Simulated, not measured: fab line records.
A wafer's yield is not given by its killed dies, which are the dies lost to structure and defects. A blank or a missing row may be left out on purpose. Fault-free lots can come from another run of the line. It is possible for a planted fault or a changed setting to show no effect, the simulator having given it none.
Chamber matching || flow nand_harc || 4 sister chambers for NHARC_A_STAIRCASE_CMP_472 on cmp-02
The step polishes SiO2. 4 wafers are shown with their chamber, then 9 later ones without.

== WAFERS, EACH WITH ITS CHAMBER ==
{"wafer": "L081.4", "chamber": 2, "motor_current_A (A)": 10.2}
{"wafer": "L085.1", "chamber": 3, "motor_current_A (A)": 11.6}
{"wafer": "L084.2", "chamber": 1, "motor_current_A (A)": 13.1}
{"wafer": "L084.6", "chamber": 0, "motor_current_A (A)": 11.5}

== WAFERS WHOSE CHAMBER IS MISSING ==
{"wafer": "L087.1", "motor_current_A (A)": 11.4}
{"wafer": "L087.4", "motor_current_A (A)": 12.3}
{"wafer": "L087.6", "motor_current_A (A)": 11.2}
{"wafer": "L089.2", "motor_current_A (A)": 12.0}
{"wafer": "L089.3", "motor_current_A (A)": 11.0}
{"wafer": "L089.5", "motor_current_A (A)": 13.3}
{"wafer": "L097.1", "motor_current_A (A)": 11.4}
{"wafer": "L097.2", "motor_current_A (A)": 13.3}
{"wafer": "L097.6", "motor_current_A (A)": 10.8}

== WHICH CHAMBER EACH ONE RAN IN ==
{"wafer": "L087.1", "from the rows above": "can't be placed: 0 or 3", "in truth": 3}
{"wafer": "L087.4", "from the rows above": "can't be placed: 3 or 1 or 0", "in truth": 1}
{"wafer": "L087.6", "from the rows above": "can't be placed: 0 or 3 or 2", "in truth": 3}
{"wafer": "L089.2", "from the rows above": "can't be placed: 3 or 0 or 1", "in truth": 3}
{"wafer": "L089.3", "from the rows above": "can't be placed: 0 or 3 or 2", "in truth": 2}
{"wafer": "L089.5", "from the rows above": 1, "in truth": 1}
{"wafer": "L097.1", "from the rows above": "can't be placed: 0 or 3", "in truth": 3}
{"wafer": "L097.2", "from the rows above": 1, "in truth": 1}
{"wafer": "L097.6", "from the rows above": "can't be placed: 2 or 0 or 3", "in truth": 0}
2 of 9 placed correctly. These rows do not allow placing 7 (true chamber among the candidates in 7). Placed wrongly: 0.
How it was worked out, from the rows above alone: a wafer's distance from a chamber is the root of the sum, over the readings, of the square of ((its reading less the chamber's mean) divided by the reading's scatter). The wafer belongs to the nearest chamber; if the next one is less than 2 further off, it can't be placed. A chamber's mean is the mean of its shown wafers. The scatter: with one shown wafer a chamber, the root of the mean of the squares of how far each hidden wafer lies from its nearest shown one.
